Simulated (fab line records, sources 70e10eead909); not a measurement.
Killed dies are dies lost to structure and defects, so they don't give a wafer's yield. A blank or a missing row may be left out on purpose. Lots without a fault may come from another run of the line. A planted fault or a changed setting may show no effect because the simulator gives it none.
fab line records | flow nand_harc
record lots=6 wafers=18 last_day=25
route steps=1159 shown P_M0@283 P_M1@285 END@1159
lots that met no fault: from a run of the same line without faults
start_h: hours from the record's first day to the start of the lot's first wafer shown | wait_h: hours since the lot's step before | " the same as in the row above | L1.1+2: a row that stands for several wafers | - no value, or no start given | * or withheld: withheld | < > ~ a bound
route shown NAME@n: a module of which the file shows steps, and the number in the route of the first | usual: mean/standard deviation of fault-free wafers | same: alike in all rows | chamber/n: place in a boat | sites: the reading at each site | _std_site: their standard deviation | _edge_site: outer sites' mean less inner sites' | radius_mm: how far each site lies from the wafer's centre | mask NAME#n: copy n | behind: the tool/chamber that last shaped the wafer | hold: why the lot was held/for how many hours/how that ended | device: the transistor (n, p or np) that didn't switch | end of line: the same wafers' tests at the end of the route | a step without rows: its recipe alone | killed: dies lost to structure and defects at the first sort, not the wafer's yield | map: a wafer's dies, x killed, . not, _ none there
set.NAME: the setting as run; set.NAME@STEP: as run at that earlier step | model.NAME: the simulator's own value behind a step, which no gauge read
lots at some steps of the route; a table a step, a row a wafer
services: from which hour (start_h, from the record's first day; less than 0 if before it) a tool's chamber was out of use, for how many hours, and why
## steps
# step NHARC_P_M0_PRE_CLEAN_31
# recipe time_s=12 temp_c=370 rf_power_w=300 gas=NH3
# usual heater_power_w=642/58
# columns lot.wafer tool chamber start_h wait_h heater_power_w
L392.1 pecvd-02 0 134.05 0.1 634
L392.3 " 1 " " 628
L392.6 " 2 " " 654
L397.1 pecvd-03 2 171.25 0.1 608
L397.6 " 0 " " 587
L397.4 " 1 " " 655
L399.3 pecvd-02 0 183.02 0.1 721
L399.5 " 2 " " 663
L399.4 " 0 " " 714
L408.3 pecvd-03 2 240.62 0.1 657
L408.1 " 0 " " 613
L408.6 " 1 " " 681
L411.3 pecvd-02 0 245.15 0.1 758
L411.2 " 1 " " 646
L411.4 " 1 " " 642
L412.1 pecvd-03 1 255.28 0.1 713
L412.4 " 1 " " 688
L412.6 " 2 " " 589
# step NHARC_P_M0_DEP_32
# recipe target_thk_a=300 temp_c=370 target_thk_nm=30 pressure_torr=3 flow_sccm=200 rf_w=450 material=SiCN
# usual heater_power_w=593/54
# columns lot.wafer tool chamber start_h wait_h heater_power_w
L392.1 pecvd-02 0 134.13 0.1 644
L392.3 " 1 " " 634
L392.6 " 2 " " 617
L397.1 pecvd-03 2 171.39 0.1 519
L397.6 " 0 " " 520
L397.4 " 1 " " 561
L399.3 pecvd-02 0 183.16 0.1 583
L399.5 " 2 " " 638
L399.4 " 0 " " 590
L408.3 pecvd-03 2 240.73 0.1 537
L408.1 " 0 " " 548
L408.6 " 1 " " 621
L411.3 pecvd-02 0 245.23 0.1 553
L411.2 " 1 " " 542
L411.4 " 1 " " 543
L412.1 pecvd-03 1 255.39 0.1 653
L412.4 " 1 " " 660
L412.6 " 2 " " 625
# step NHARC_P_M1_DEP_00
# recipe target_thk_a=1825 target_thk_nm=182.5 temp_c=withheld pressure_torr=5 flow_sccm=200 rf_w=600 material=SiOC
# step NHARC_P_M1_DEHYDRATE_01
# recipe temp_c=150 time_s=120
# step NHARC_P_M1_HMDS_02
# recipe time_s=30
# step NHARC_P_M1_COAT_34
# recipe temp_c=200 time_s=65
# step NHARC_P_M1_COAT_03
# recipe spin_rpm=1500 resist_thk_nm=90
# step NHARC_P_M1_SOFTBAKE_04
# recipe temp_c=105 time_s=55
# step NHARC_P_M1_EBR_05
# step NHARC_P_M1_EXPOSE_06
# recipe na=1.35 target_cd_nm=130 dose_mj=81.88 mask_id=P_M1
# step NHARC_P_M1_PEB_07
# recipe peb_temp_c=100 peb_time_s=65
# step NHARC_P_M1_DEVELOP_08
# recipe develop_time_s=35 dev_temp_c=23
# step NHARC_P_M1_CD_MEAS_09
# recipe target_cd_nm=130 landing_energy_ev=500
# usual cd_nm=130.4/0.6
# columns lot.wafer tool chamber start_h wait_h cd_nm
L392.1 cd_sem-03 0 135.37 - 130.5
L392.3 " 0 " " 130.2
L392.6 " 0 " " 130.7
L397.1 cd_sem-03 0 172.55 - 130.5
L397.4 " 0 " " 130.0
L397.6 " 0 " " 130.3
L399.3 cd_sem-01 0 184.31 - 130.3
L399.4 " 0 " " 130.1
L399.5 " 0 " " 130.0
L408.1 cd_sem-03 0 241.90 - 132.9
L408.3 " 0 " " 132.6
L408.6 " 0 " " 133.9
L411.2 cd_sem-03 0 246.35 - 131.9
L411.3 " 0 " " 131.7
L411.4 " 0 " " 132.3
L412.1 cd_sem-02 0 256.57 - 131.0
L412.4 " 0 " " 131.4
L412.6 " 0 " " 130.4
# step NHARC_P_M1_OVL_MEAS_10
# recipe pitch_nm=260
# usual overlay_x_nm=-0.1/0.67 overlay_y_nm=-0.1/0.71
# columns lot.wafer tool chamber start_h wait_h overlay_x_nm overlay_y_nm
L392.1 overlay-02 - 135.46 - -0.1 -0.8
L392.3 " - " " 0.1 -0.4
L392.6 " - " " -0.6 -1.2
L397.1 overlay-01 - 172.64 - 0.4 1.5
L397.4 " - " " -0.2 1.8
L397.6 " - " " 0.3 1.0
L399.3 overlay-02 - 184.39 - -0.2 0.5
L399.4 " - " " -0.2 0.3
L399.5 " - " " -0.1 0.3
L408.1 overlay-02 - 241.99 - -0.7 1.4
L408.3 " - " " -0.6 0.4
L408.6 " - " " -0.9 0.7
L411.2 overlay-01 - 246.44 - 0.2 -1.1
L411.3 " - " " -0.4 -0.6
L411.4 " - " " 0.0 -0.9
L412.1 overlay-01 - 256.65 - -0.9 -0.7
L412.4 " - " " -1.6 -0.9
L412.6 " - " " -1.5 -0.7
# step NHARC_END_SORT_01
# recipe temp_c=25
# usual defect_limited_yield=95.6/1.4 killed_at_array=26/9 killed_at_other=0.8/1.2 killed_at_periphery=3.2/2.3 killed_dies=30/9.1 killed_open=3.5/2 killed_short=1.8/1.4 sort_bin_2_pct=1.4/0.59 sort_bin_3_pct=0.25/0.22 sort_bin_4_pct=2.8/0.91 sort_n_pass=647/9.1 sort_rim_yield_pct=95.4/3 sort_yield_pct=95.6/1.4
# same gross_dies=677 sort_bin_5_pct[%]=0 sort_bin_6_pct[%]=0 sort_bin_7_pct[%]=0 sort_bin_8_pct[%]=0 sort_rim_n_gross=106.00
# columns lot.wafer tool chamber start_h wait_h defect_limited_yield[%] killed_at_array killed_at_other killed_at_periphery killed_dies killed_open killed_short sort_bin_2_pct[%] sort_bin_3_pct[%] sort_bin_4_pct[%] sort_n_pass sort_rim_yield_pct[%] sort_yield_pct[%]
L412.1 prober-02 0 600.49 2.5 93.4 38 0 7 45 1 2 2.5 0.44 3.7 632 91.5 93.4
L412.4 prober-02 0 602.88 3.4 93.1 43 0 4 47 5 2 2.2 0.74 4.0 630 89.6 93.1
L412.6 prober-02 0 604.48 4.0 92.2 48 0 5 53 5 3 2.2 0.44 5.2 624 87.7 92.2
# killed by level:class
L412.1 A_SLIT:chamber_film_flake=14 A_SGD_CUT:chamber_film_flake=8 A_CHANNEL_HOLE_D1:chamber_film_flake=7 P_STI:chamber_film_flake=4 A_STAIRCASE:chamber_film_flake=3 A_CONTACT:chamber_film_flake=3 P_GATE:geometric_particle:short=1 P_CONTACT:geometric_particle:short=1
L412.4 A_SLIT:chamber_film_flake=15 A_CHANNEL_HOLE_D1:chamber_film_flake=8 A_SGD_CUT:chamber_film_flake=7 A_CONTACT:chamber_film_flake=6 P_STI:chamber_film_flake=4 A_CONTACT:geometric_particle:open=2 A_SOURCE_PLATE:geometric_particle:short=1 A_SOURCE_PLATE:geometric_particle:open=1
L412.6 A_SLIT:chamber_film_flake=17 A_CHANNEL_HOLE_D1:chamber_film_flake=8 A_CONTACT:chamber_film_flake=6 A_STAIRCASE:chamber_film_flake=6 A_SGD_CUT:chamber_film_flake=4 P_STI:chamber_film_flake=3 A_M0:geometric_particle:open=2 P_CONTACT:geometric_particle:open=1
## services
# columns tool chamber start_h hours kind
pecvd-03 - 111.00 13.0 pm
pecvd-03 0 111.00 13.0 vent_cycle
pecvd-03 1 111.00 13.0 vent_cycle
pecvd-03 2 111.00 13.0 vent_cycle
pecvd-03 0 124.00 - clean
pecvd-03 1 124.00 - clean
pecvd-03 2 124.00 - clean
pecvd-02 - 153.27 13.0 pm
pecvd-02 0 153.27 13.0 vent_cycle
pecvd-02 1 153.27 13.0 vent_cycle
pecvd-02 2 153.27 13.2 vent_cycle
pecvd-03 - 161.67 3.3 repair
pecvd-02 0 166.27 - clean
pecvd-02 1 166.27 - clean
pecvd-02 - 190.50 2.5 repair
pecvd-02 - 233.78 0.5 repair
pecvd-02 1 247.97 14.3 repair
## key
first_sign step=NHARC_P_M1_CD_MEAS_09 reading=cd_nm direction=up sigmas=3.6 usual=130.4 struck=132.6
effect none on later readings
met_at NHARC_P_M1_CD_MEAS_09
struck_wafers L408.1,L408.3,L408.6,L411.2,L411.3,L411.4
loop_trim step=NHARC_P_M1_EXPOSE_06 setting=dose lots=L411
onset_between 172.55 241.90
fault kind=metrology_matching_offset tool=cd_sem-03 chamber=- onset_h=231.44 steps=NHARC_P_M1_CD_MEAS_09 param=cd_nm offset=2.8461
# loop_trim: a control loop set the setting to another value than it would have without faults
